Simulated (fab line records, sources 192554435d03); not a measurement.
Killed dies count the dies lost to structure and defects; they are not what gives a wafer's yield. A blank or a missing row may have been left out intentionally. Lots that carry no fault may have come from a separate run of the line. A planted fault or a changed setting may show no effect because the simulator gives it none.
Chamber matching | flow n5-finfet | 3 sister chambers for N5_FIN_SAQP_PECVD_48 on pecvd-01
The step deposits SiNx from SiH4/NH3/N2, target thk 25 nm, time 22.1 s. 27 wafers are shown with their chamber, then 12 later ones without.

EACH WAFER AND ITS CHAMBER
wafer  | chamber | throttle-valve-pct (%) | showerhead-plenum-p-Torr (Torr) | heater-power-outer-w (W)
L074.1 | 2       | 38.4                   | 5.14                            | 541
L074.2 | 1       | 42.1                   | 4.97                            | 436
L074.3 | 0       | 37.6                   | 5.10                            | 438
L075.3 | 1       | 42.1                   | 4.97                            | 363
L075.4 | 2       | 38.3                   | 5.14                            | 521
L075.6 | 0       | 37.8                   | 5.12                            | 433
L077.3 | 0       | 37.5                   | 5.11                            | 418
L077.4 | 2       | 38.5                   | 5.13                            | 464
L077.6 | 1       | 42.3                   | 4.99                            | 452
L080.2 | 1       | 42.0                   | 4.99                            | 438
L080.3 | 0       | 37.6                   | 5.11                            | 379
L080.4 | 0       | 37.5                   | 5.10                            | 393
L084.1 | 1       | 42.2                   | 4.97                            | 452
L084.2 | 0       | 37.8                   | 5.11                            | 443
L084.4 | 2       | 38.5                   | 5.14                            | 457
L085.4 | 1       | 42.2                   | 4.98                            | 382
L085.5 | 0       | 37.4                   | 5.11                            | 429
L085.6 | 2       | 38.5                   | 5.14                            | 456
L086.1 | 0       | 37.9                   | 5.11                            | 431
L086.3 | 2       | 38.5                   | 5.13                            | 455
L086.4 | 0       | 38.0                   | 5.11                            | 425
L088.3 | 0       | 37.7                   | 5.12                            | 362
L088.5 | 0       | 38.0                   | 5.12                            | 370
L088.6 | 1       | 42.0                   | 4.98                            | 403
L092.2 | 2       | 38.4                   | 5.14                            | 484
L092.4 | 0       | 38.1                   | 5.13                            | 396
L092.5 | 2       | 38.5                   | 5.12                            | 494

SIGNATURES (averages over the wafers above)
reading                  | chamber 0 | chamber 1 | chamber 2 | scatter within a chamber
throttle-valve-pct       | 37.742    | 42.129    | 38.450    | 0.169
showerhead-plenum-p-Torr | 5.1125    | 4.9786    | 5.1350    | 0.00844
heater-power-outer-w     | 409.75    | 418.00    | 484.00    | 31.6
Rule: a wafer's distance from a chamber is the root of the sum, over the readings, of the square of ((its reading less the chamber's mean) divided by the reading's scatter). The wafer belongs to the nearest chamber; if the next one is less than 2 further off, it can't be placed. The scatter is the square root of a quotient: the sum, over the shown wafers, of each reading's squared deviation from its chamber's mean, divided by wafers minus chambers.

WAFERS WHOSE CHAMBER IS MISSING
wafer  | throttle-valve-pct (%) | showerhead-plenum-p-Torr (Torr) | heater-power-outer-w (W)
L093.2 | 42.0                   | 4.97                            | 404
L093.3 | 38.0                   | 5.13                            | 402
L093.4 | 42.1                   | 4.99                            | 419
L095.2 | 37.8                   | 5.11                            | 446
L095.5 | 38.1                   | 5.13                            | 441
L095.6 | 38.6                   | 5.12                            | 526
L096.2 | 38.4                   | 5.13                            | 480
L096.3 | 42.2                   | 4.98                            | 414
L096.5 | 38.3                   | 5.14                            | 463
L097.2 | 42.0                   | 4.97                            | 423
L097.3 | 38.5                   | 5.14                            | 450
L097.5 | 38.0                   | 5.12                            | 446

WHICH CHAMBER EACH WENT THROUGH
wafer  | from the rows above     | in truth
L093.2 | 1                       | 1
L093.3 | can't be placed: 0 or 2 | 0
L093.4 | 1                       | 1
L095.2 | 0                       | 0
L095.5 | can't be placed: 2 or 0 | 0
L095.6 | 2                       | 2
L096.2 | 2                       | 2
L096.3 | 1                       | 1
L096.5 | 2                       | 2
L097.2 | 1                       | 1
L097.3 | 2                       | 2
L097.5 | can't be placed: 0 or 2 | 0
Correct placement for 9 of the 12. These rows do not allow placing 3 (true chamber among the candidates in 3). 0 placed wrongly.
